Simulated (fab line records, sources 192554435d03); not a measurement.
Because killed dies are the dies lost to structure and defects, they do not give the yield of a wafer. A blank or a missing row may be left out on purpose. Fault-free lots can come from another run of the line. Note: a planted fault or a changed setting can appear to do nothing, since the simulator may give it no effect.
Which tool was responsible? ; flow n5-finfet ; 21 wafers from 7 lots sampled at 5 of the route's 1938 steps

== WHAT THE GAUGES SHOWED, per wafer ==
N5_BEOL_M3_CD_MEAS_18: pitch 36 nm, target cd 18 nm.
lot;measured;on;cd-nm (nm)
L996;day 8 07:37;cd-sem-02;18.4 17.5 18.5
L999;day 8 18:38;cd-sem-02;18.1 17.6 17.9
L102;day 8 19:53;cd-sem-02;18.2 17.7 19.0
L104;day 9 13:16;cd-sem-02;18.4 18.3 18.5
L107;day 10 12:59;cd-sem-01;18.2 18.0 17.8
L113;day 11 23:58;cd-sem-01;- - -
L117;day 12 23:59;cd-sem-02;18.6 18.4 18.7

== WHAT TOOL EACH LOT RAN ON (gives the tool, then ch and the chambers of the sampled wafers, and finally the start) ==
lot;N5_BEOL_M3_PECVD_72;N5_BEOL_M3_HM_DEP_02;N5_BEOL_M3_ETCH_64;N5_BEOL_M3_HM_OPEN_17
L996;pecvd-02 ch 0,1,2, day 8 05:38;pvd-sputter-01, day 8 06:31;rie-diel-03 ch 0,2, day 8 07:10;rie-metal-01 ch 0,1, day 8 07:20
L999;pecvd-02 ch 0,2, day 8 15:02;pvd-sputter-01, day 8 17:20;rie-diel-01 ch 0,1, day 8 17:59;rie-metal-01 ch 1, day 8 18:09
L102;pecvd-02 ch 0,2, day 8 17:46;pvd-sputter-01, day 8 18:35;rie-diel-01 ch 0,1,3, day 8 19:19;rie-metal-03 ch 0,1, day 8 19:29
L104;pecvd-03 ch 0,1, day 9 11:41;pvd-sputter-03, day 9 12:06;rie-diel-05 ch 2,3, day 9 12:54;rie-metal-02 ch 0,1, day 9 13:07
L107;pecvd-04 ch 0,1, day 10 09:46;pvd-sputter-03, day 10 12:01;rie-diel-03 ch 1,2, day 10 12:36;rie-metal-01 ch 0,1, day 10 12:46
L113;pecvd-02 ch 0,1, day 11 22:17;pvd-sputter-03, day 11 22:59;rie-diel-03 ch 1,2, day 11 23:36;rie-metal-03 ch 0,1, day 11 23:48
L117;pecvd-03 ch 1, day 12 21:44;pvd-sputter-03, day 12 22:41;rie-diel-03 ch 0,2,3, day 12 23:33;rie-metal-02 ch 1, day 12 23:45
- N5_BEOL_M3_PECVD_72: deposits SiO2 from TEOS/O2, target thk 16 nm, time 18 s.
- N5_BEOL_M3_HM_DEP_02: deposits TiN, target thk 20 nm.
- N5_BEOL_M3_ETCH_64: etches SOC in N2/H2, target depth 75 nm, overetch 15 nm, time 112.5 s.
- N5_BEOL_M3_HM_OPEN_17: chemistry Cl2/BCl3, target TiN, target depth 20 nm, overetch 6 nm.

== THE ANSWER, worked out from the rows above alone ==
Rule: usual is defined by the lots themselves. The widest of any qualifying gaps counts: lots, ordered by their means at a reading, are off when they make up no more than a third of the lots, leave a main group of 4 or more, and stand apart from it by 3 or more times the standard deviation of that group's means. If all means in a main group match to the digits the tables above print for the reading, that group is not used. Also off: a lot with no number at a reading for which 4 or more lots have one. All remaining lots with rows at the step are treated as sound.
Off, at N5_BEOL_M3_CD_MEAS_18 on cd-nm: L113. Without a number there: L113. Main group: mean 18.2 nm, sd 0.24.
A tool fits if, at a process step before that reading, it ran every lot that is off, and no sound lot after the first of them. Gauges at N5_BEOL_M3_CD_MEAS_18: tried the same way as those tools. Can't be told from this: 3 tools fit, pecvd-02 at N5_BEOL_M3_PECVD_72, rie-metal-03 at N5_BEOL_M3_HM_OPEN_17, cd-sem-01 at N5_BEOL_M3_CD_MEAS_18.

== WHAT THE SIMULATOR PUT IN ==
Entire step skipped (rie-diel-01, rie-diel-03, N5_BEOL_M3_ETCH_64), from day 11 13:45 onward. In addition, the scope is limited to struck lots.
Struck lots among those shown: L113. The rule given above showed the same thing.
